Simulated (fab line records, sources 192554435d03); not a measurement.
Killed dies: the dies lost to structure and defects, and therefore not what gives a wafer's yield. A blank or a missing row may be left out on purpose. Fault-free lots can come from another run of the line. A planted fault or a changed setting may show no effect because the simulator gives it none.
fab line records | flow n5Finfet
[record] lots = 11 | wafers = 30 | lastDay = 18
route steps=1938 shown BEOL_M6@1232
lots that met no fault: from a run of the same line without faults
startH: start of the lot's first displayed wafer, in hours after the record's first day | waitH: hours elapsed since this lot's preceding step | " repeats the value in the row above | L1.1+2: one row covering several wafers at once | - no value present, or no start provided | * or withheld: withheld | < > ~ a bound
route shown NAME@n: names a module that has steps shown in the file, with the first one's number in the route | usual: mean/standard deviation taken from wafers without a fault | same: alike in all rows | chamber/n: place in a boat | sites: the reading at each site | _std_site: how widely they spread, as a standard deviation | _edge_site: mean of outer sites minus mean of inner sites | radiusMm: for every site, how far away it sits from the centre of the wafer | mask NAME#n: copy n | behind: the tool/chamber that last shaped the wafer | hold: reason for holding the lot/hours on hold/outcome of the hold | device: whichever transistor did not switch (one of n, p or np) | end of line: the tests these same wafers got at the end of their route | a step with no rows: only its recipe | killed: dies lost to structure and defects at the first sort, not the wafer's yield | map: per-die view of a wafer (x killed, . not killed, _ where there is no die)
set.NAME: the setting the step ran with; set.NAME@STEP: the setting that earlier step ran with | model.NAME: the simulator's own value behind a step, which no gauge read
a sample of lots followed through the steps of the route, with each step as a table and each wafer as a row
services: from which hour (startH, from the record's first day; less than 0 if before it) a tool's chamber was out of use, for how many hours, and why
[[steps]]
[step N5_BEOL_M6_ETCH_65]
[recipe] chemistry = CF4 | target = SiARC | targetDepthA = 156 | maskMaterial = CAR-EUV | timeS = 26 | ionEnergyEv = 80 | pressureMtorr = 40 | sourceW = 545 | biasW = 36 | Ar_flow_sccm = 100 | cf4FlowSccm = 100 | ends = cleared
[usual] drypumpMotorCurrentA = 5.6/0.53 | etchRfOnTimeS = 26.0/0.48 | oesProductAu = 0.68/0.067 | rfVppV = 183.9/1.2 | showerheadPlenumPTorr = 2.13/0.079 | throttleValvePct = 15.60/0.15
lot.wafer | tool       | chamber | startH | waitH | drypumpMotorCurrentA | etchRfOnTimeS | oesProductAu | rfHoursCounterH | rfVppV | showerheadPlenumPTorr | throttleValvePct
L382.1    | rieDiel-06 | 1       | 227.14 | 0.0   | 5.9                  | 25.5          | 0.75         | 52              | 184.9  | 2.27                  | 15.51
L382.4    | "          | 0       | "      | "     | 5.3                  | 26.3          | 0.76         | -               | 185.4  | 2.18                  | 15.48
L382.6    | "          | 3       | "      | "     | 4.9                  | 25.5          | 0.78         | -               | 186.8  | 2.28                  | 15.77
L384.2    | rieDiel-03 | 1       | 230.27 | 0.0   | 6.3                  | 25.9          | 0.67         | 117             | 183.6  | 2.16                  | 15.35
L384.3    | "          | 0       | "      | "     | 5.2                  | 26.4          | 0.65         | 126             | 185.0  | 2.23                  | 15.70
L384.4    | "          | 3       | "      | "     | 5.7                  | 25.7          | 0.69         | 113             | 184.5  | 2.07                  | 15.40
L385.1    | rieDiel-03 | 1       | 250.29 | 0.0   | 6.3                  | 25.9          | 0.67         | 123             | 182.9  | 2.16                  | 15.37
L385.3    | "          | 3       | "      | "     | 5.7                  | 25.6          | 0.67         | 118             | 184.2  | 2.06                  | 15.43
L385.6    | "          | 1       | "      | "     | 6.2                  | 26.1          | 0.66         | -               | 185.3  | 2.16                  | 15.37
L391.3    | rieDiel-04 | 3       | 281.76 | 0.0   | 5.8                  | 26.7          | 0.57         | 223             | 184.7  | 2.13                  | 15.64
L391.5    | "          | 3       | "      | "     | 5.8                  | 26.4          | 0.58         | -               | 184.3  | 2.13                  | 15.64
L392.3    | rieDiel-06 | 0       | 295.14 | 0.0   | 5.2                  | 26.1          | 0.73         | 57              | 181.7  | 2.17                  | 15.52
L392.5    | "          | 2       | "      | "     | 5.4                  | 25.2          | 0.78         | -               | 183.3  | 2.18                  | 15.43
L398.1    | rieDiel-04 | 3       | 323.47 | 0.0   | 5.8                  | 26.3          | 0.57         | 243             | 184.0  | 2.12                  | 15.68
L398.4    | "          | 2       | "      | "     | 6.8                  | 26.2          | 0.82         | 3               | 182.5  | 2.11                  | 15.61
L398.6    | "          | 3       | "      | "     | 5.8                  | 26.4          | 0.57         | -               | 183.5  | 2.12                  | 15.67
L397.1    | rieDiel-06 | 1       | 325.91 | 0.0   | 5.9                  | 25.7          | 0.71         | 85              | 184.9  | 2.26                  | 15.59
L397.6    | "          | 0       | "      | "     | 5.2                  | 26.1          | 0.72         | -               | 183.8  | 2.16                  | 15.54
L401.3    | rieDiel-04 | 1       | 331.58 | 0.0   | 5.7                  | 25.5          | 0.61         | 231             | 182.6  | 2.03                  | 15.49
L401.5    | "          | 0       | "      | "     | 4.9                  | 26.0          | 0.66         | -               | 182.2  | 2.06                  | 15.70
L401.6    | "          | 3       | "      | "     | 5.8                  | 26.2          | 0.57         | -               | 184.0  | 2.12                  | 15.70
L400.1    | rieDiel-04 | 3       | 336.94 | 0.0   | 5.8                  | 26.3          | 0.57         | 248             | 182.1  | 2.12                  | 15.69
L400.3    | "          | 1       | "      | "     | 5.7                  | 26.1          | 0.60         | 233             | 184.7  | 2.03                  | 15.50
L400.5    | "          | 1       | "      | "     | 5.7                  | 26.1          | 0.61         | -               | 182.2  | 2.03                  | 15.50
L402.2    | rieDiel-04 | 0       | 353.26 | 0.0   | 4.9                  | 26.4          | 0.65         | 156             | 181.7  | 2.05                  | 15.71
L402.4    | "          | 1       | "      | "     | 5.7                  | 25.9          | 0.60         | -               | 183.2  | 2.03                  | 15.50
L402.5    | "          | 0       | "      | "     | 5.0                  | 26.6          | 0.65         | -               | 183.9  | 2.06                  | 15.72
L404.1    | rieDiel-03 | 0       | 357.12 | 0.0   | 5.1                  | 25.7          | 0.63         | 163             | 185.3  | 2.22                  | 15.76
L404.3    | "          | 2       | "      | "     | 5.6                  | 26.8          | 0.65         | 140             | 182.5  | 2.05                  | 15.79
L404.4    | "          | 1       | "      | "     | 6.3                  | 26.1          | 0.63         | 158             | 184.3  | 2.14                  | 15.44
[step N5_BEOL_M6_STRIP_80]
[recipe] chemistry = N2/H2 | timeS = 10 | powerW = 450 | tempC = 40 | pressureMtorr = 20 | rfFrequencyHz = 6e+07 | biasPowerW = 7 | n2FlowSccm = 200 | h2FlowSccm = 200
[usual] drypumpMotorCurrentA = 5.6/0.53 | oesProductAu = 0.79/0.079 | rfVppV = 59.1/0.9 | showerheadPlenumPTorr = 2.52/0.093 | tempC = 40.00/0.1 | throttleValvePct = 23.53/0.26
lot.wafer | tool       | chamber | startH | waitH | drypumpMotorCurrentA | oesProductAu | rfHoursCounterH | rfVppV | showerheadPlenumPTorr | tempC | throttleValvePct
L382.1    | rieDiel-06 | 1       | -      | -     | 5.9                  | 0.87         | 52              | 58.4   | 2.70                  | 40.02 | 23.57
L382.4    | "          | 0       | "      | "     | 5.2                  | 0.88         | -               | 59.0   | 2.59                  | 40.02 | 23.70
L382.6    | "          | 3       | "      | "     | 5.0                  | 0.91         | -               | 60.6   | 2.68                  | 39.98 | 23.41
L384.2    | rieDiel-03 | 1       | -      | -     | 6.3                  | 0.79         | 117             | 59.1   | 2.54                  | 40.08 | 23.09
L384.3    | "          | 0       | "      | "     | 5.2                  | 0.77         | 126             | 59.4   | 2.63                  | 40.09 | 23.54
L384.4    | "          | 3       | "      | "     | 5.7                  | 0.79         | 113             | 59.0   | 2.45                  | 39.92 | 23.64
L385.1    | rieDiel-03 | 1       | -      | -     | 6.3                  | 0.79         | 123             | 59.6   | 2.54                  | 39.96 | 23.10
L385.3    | "          | 3       | "      | "     | 5.7                  | 0.78         | 118             | 59.7   | 2.44                  | 40.03 | 23.64
L385.6    | "          | 1       | "      | "     | 6.3                  | 0.77         | -               | 60.1   | 2.54                  | 39.97 | 23.08
L391.3    | rieDiel-04 | 3       | -      | -     | 5.8                  | 0.67         | 223             | 58.6   | 2.50                  | 39.90 | 23.20
L391.5    | "          | 3       | "      | "     | 5.8                  | 0.67         | -               | 58.5   | 2.50                  | 40.06 | 23.22
L392.3    | rieDiel-06 | 0       | -      | -     | 5.2                  | 0.84         | 57              | 59.1   | 2.58                  | 40.00 | 23.74
L392.5    | "          | 2       | "      | "     | 5.4                  | 0.90         | -               | 59.2   | 2.57                  | 40.02 | 23.34
L398.1    | rieDiel-04 | 3       | -      | -     | 5.8                  | 0.67         | 243             | 58.7   | 2.49                  | 40.12 | 23.22
L398.4    | "          | 2       | "      | "     | 6.8                  | 0.96         | 3               | 58.0   | 2.49                  | 39.98 | 23.72
L398.6    | "          | 3       | "      | "     | 5.8                  | 0.66         | -               | 59.0   | 2.49                  | 40.01 | 23.23
L397.1    | rieDiel-06 | 1       | -      | -     | 5.9                  | 0.84         | 85              | 59.8   | 2.68                  | 39.76 | 23.61
L397.6    | "          | 0       | "      | "     | 5.3                  | 0.82         | -               | 60.9   | 2.57                  | 39.97 | 23.76
L401.3    | rieDiel-04 | 1       | -      | -     | 5.7                  | 0.70         | 231             | 58.9   | 2.40                  | 39.85 | 23.19
L401.5    | "          | 0       | "      | "     | 4.9                  | 0.76         | -               | 59.2   | 2.43                  | 40.18 | 23.75
L401.6    | "          | 3       | "      | "     | 5.8                  | 0.66         | -               | 60.1   | 2.49                  | 40.09 | 23.24
L400.1    | rieDiel-04 | 3       | -      | -     | 5.8                  | 0.66         | 248             | 59.8   | 2.49                  | 40.00 | 23.25
L400.3    | "          | 1       | "      | "     | 5.7                  | 0.70         | 233             | 59.9   | 2.40                  | 39.86 | 23.19
L400.5    | "          | 1       | "      | "     | 5.7                  | 0.70         | -               | 58.6   | 2.40                  | 39.91 | 23.19
L402.2    | rieDiel-04 | 0       | -      | -     | 4.9                  | 0.75         | 156             | 59.0   | 2.42                  | 39.85 | 23.76
L402.4    | "          | 1       | "      | "     | 5.7                  | 0.70         | -               | 60.2   | 2.40                  | 40.08 | 23.18
L402.5    | "          | 0       | "      | "     | 5.0                  | 0.76         | -               | 57.6   | 2.42                  | 39.91 | 23.77
L404.1    | rieDiel-03 | 0       | -      | -     | 5.2                  | 0.74         | 163             | 60.9   | 2.62                  | 39.91 | 23.57
L404.3    | "          | 2       | "      | "     | 5.6                  | 0.76         | 140             | 58.7   | 2.43                  | 40.01 | 23.87
L404.4    | "          | 1       | "      | "     | 6.3                  | 0.75         | 158             | 58.6   | 2.52                  | 40.16 | 23.12
[step N5_BEOL_M6_CURE_75]
[recipe] tempC = 370 | timeS = 120 | ambient = DMADMS/He | material = SiCOH_lowk
[usual] lampPowerPct = 52.31/0.055 | wafer_temp_C_max = 371.8/0.6
lot.wafer | tool      | chamber | startH | waitH | lampPowerPct | wafer_temp_C_max
L382.1    | uvCure-03 | 0       | 227.71 | 0.0   | 52.31        | 371.1
L382.4    | "         | 0       | "      | "     | 52.34        | 370.9
L382.6    | "         | 0       | "      | "     | 52.25        | 370.8
L384.2    | uvCure-02 | 2       | 230.89 | 0.1   | 52.35        | 371.3
L384.3    | "         | 2       | "      | "     | 52.31        | 371.7
L384.4    | "         | 2       | "      | "     | 52.33        | 371.7
L385.1    | uvCure-01 | 0       | 250.87 | 0.0   | 52.26        | 371.6
L385.3    | "         | 0       | "      | "     | 52.18        | 370.6
L385.6    | "         | 0       | "      | "     | 52.29        | 371.5
L391.3    | uvCure-02 | 1       | 282.43 | 0.1   | 52.30        | 372.9
L391.5    | "         | 1       | "      | "     | 52.22        | 372.0
L392.3    | uvCure-02 | 2       | 295.81 | 0.1   | 52.36        | 372.1
L392.5    | "         | 2       | "      | "     | 52.29        | 371.9
L398.1    | uvCure-01 | 0       | 324.04 | 0.0   | 52.26        | 371.9
L398.4    | "         | 0       | "      | "     | 52.26        | 371.7
L398.6    | "         | 0       | "      | "     | 52.35        | 371.2
L397.1    | uvCure-03 | 2       | 326.48 | 0.0   | 52.29        | 372.2
L397.6    | "         | 2       | "      | "     | 52.27        | 371.2
L401.3    | uvCure-03 | 2       | 332.25 | 0.1   | 52.29        | 372.5
L401.5    | "         | 2       | "      | "     | 52.29        | 372.1
L401.6    | "         | 2       | "      | "     | 52.36        | 371.9
L400.1    | uvCure-02 | 0       | 337.51 | 0.0   | 52.37        | 373.0
L400.3    | "         | 0       | "      | "     | 52.19        | 372.6
L400.5    | "         | 0       | "      | "     | 52.36        | 372.2
L402.2    | uvCure-03 | 1       | 354.01 | 0.2   | 52.43        | 371.6
L402.4    | "         | 1       | "      | "     | 52.38        | 371.5
L402.5    | "         | 1       | "      | "     | 52.25        | 371.4
L404.1    | uvCure-01 | 0       | 357.69 | 0.0   | 52.43        | 371.4
L404.3    | "         | 0       | "      | "     | 52.25        | 371.6
L404.4    | "         | 0       | "      | "     | 52.38        | 371.2
[step N5_BEOL_M6_ALD_77]
[recipe] material = TaN | targetThkA = 20 | tempC = 275 | aldPrecursorFamily = PDMAT | aldCoReactant = NH3 | pressureTorr = 3 | carrierFlowSccm = 1500 | pulseTimeS = 2 | purgeTimeS = 3 | coReactantPurgeTimeS = 2 | coReactantPulseTimeS = 3 | aldCycles = 40 | precursorVesselTempC = 75 | precursorVesselPressureTorr = 26.25 | precursorVesselCarrierSccm = 1000
[usual] coReactantPulseTimeS = 3/0 | heaterPowerW = 408/49
[same] aldCycles = 40 | purgeTimeS = 3
lot.wafer | tool        | chamber | startH | waitH | coReactantPulseTimeS | heaterPowerW
L382.1    | aldMetal-03 | 1       | 228.56 | 0.2   | 3                    | 415
L382.4    | "           | 3       | "      | "     | 3                    | 479
L382.6    | "           | 3       | "      | "     | 3                    | 475
L384.2    | aldMetal-01 | 0       | 231.36 | 0.0   | 3                    | 449
L384.3    | "           | 2       | "      | "     | 3                    | 399
L384.4    | "           | 3       | "      | "     | 3                    | 362
L385.1    | aldMetal-01 | 1       | 251.81 | 0.0   | 3                    | 501
L385.3    | "           | 3       | "      | "     | 3                    | 359
L385.6    | "           | 0       | "      | "     | 3                    | 448
L391.3    | aldMetal-03 | 0       | 282.87 | 0.1   | 3.5354               | 380
L391.5    | "           | 1       | "      | "     | 3                    | 420
L392.3    | aldMetal-03 | 1       | 296.20 | 0.0   | 3.5354               | 414
L392.5    | "           | 3       | "      | "     | 3                    | 477
L398.1    | aldMetal-04 | 0       | 326.01 | 0.3   | 3                    | 375
L398.4    | "           | 2       | "      | "     | 3                    | 362
L398.6    | "           | 1       | "      | "     | 3                    | 381
L397.1    | aldMetal-01 | 3       | 326.98 | 0.0   | 3                    | 363
L397.6    | "           | 0       | "      | "     | 3                    | 439
L401.3    | aldMetal-04 | 1       | 332.60 | 0.0   | 3                    | 374
L401.5    | "           | 3       | "      | "     | 3                    | 365
L401.6    | "           | 0       | "      | "     | 3                    | 374
L400.1    | aldMetal-04 | 1       | 338.11 | 0.1   | 3                    | 385
L400.3    | "           | 0       | "      | "     | 3                    | 374
L400.5    | "           | 1       | "      | "     | 3                    | 371
L402.2    | aldMetal-04 | 3       | 355.52 | 0.1   | 3                    | 367
L402.4    | "           | 1       | "      | "     | 3                    | 367
L402.5    | "           | 2       | "      | "     | 3                    | 364
L404.1    | aldMetal-04 | 3       | 358.33 | 0.0   | 3                    | 375
L404.3    | "           | 2       | "      | "     | 3                    | 373
L404.4    | "           | 1       | "      | "     | 3                    | 380
[[services]]
tool        | chamber | startH | hours | kind
aldMetal-04 | -       | 206.18 | 28.1  | pm
rieDiel-06  | 2       | 215.81 | -     | clean
rieDiel-06  | 2       | 215.81 | -     | consumableReplace:focusRing
aldMetal-03 | -       | 220.47 | 0.9   | repair
uvCure-01   | -       | 259.51 | 2.1   | pm
rieDiel-03  | 1       | 265.87 | 8.3   | repair
uvCure-03   | -       | 272.28 | 3.4   | pm
rieDiel-04  | 2       | 281.12 | -     | clean
rieDiel-04  | 2       | 281.12 | -     | consumableReplace:focusRing
rieDiel-04  | 2       | 281.12 | 32.3  | scheduledDown
rieDiel-04  | 2       | 281.12 | 32.3  | ventCycle
uvCure-02   | -       | 286.38 | 1.0   | pm
uvCure-03   | -       | 304.09 | 6.0   | pm
uvCure-03   | -       | 311.70 | 3.2   | repair
rieDiel-03  | 0       | 314.36 | 19.1  | repair
rieDiel-03  | 1       | 319.35 | 9.5   | repair
rieDiel-06  | 0       | 335.30 | 4.4   | repair
aldMetal-01 | -       | 337.25 | 14.0  | pm
rieDiel-03  | 3       | 338.59 | 11.0  | repair
rieDiel-04  | 3       | 341.90 | -     | clean
rieDiel-04  | 3       | 341.90 | -     | consumableReplace:focusRing
rieDiel-04  | 3       | 341.90 | 15.6  | scheduledDown
rieDiel-04  | 3       | 341.90 | 15.6  | ventCycle
rieDiel-04  | 2       | 358.26 | 6.6   | repair
[[key]]
[firstSign] step = N5_BEOL_M6_ALD_77 | reading = coReactantPulseTimeS | direction = up | sigmas = 99+ | usual = * | struck = *
effect none on later readings
metAt N5_BEOL_M6_ALD_77
struckLots L391,L392
struckWafers L391.3,L392.3
notActingAt N5_BEOL_M6_ETCH_65,N5_BEOL_M6_STRIP_80,N5_BEOL_M6_CURE_75
onsetBetween 228.56 282.87
[fault] kind = processParameterDrift | tool = aldMetal-03 | chamber = - | onsetH = 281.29 | steps = N5_BEOL_M6_ALD_77 | channel = coReactantPulseTimeS | offset = * | shape = step | endH = 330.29 | scope = struckWafersOnly | actsIn = * | stated = *
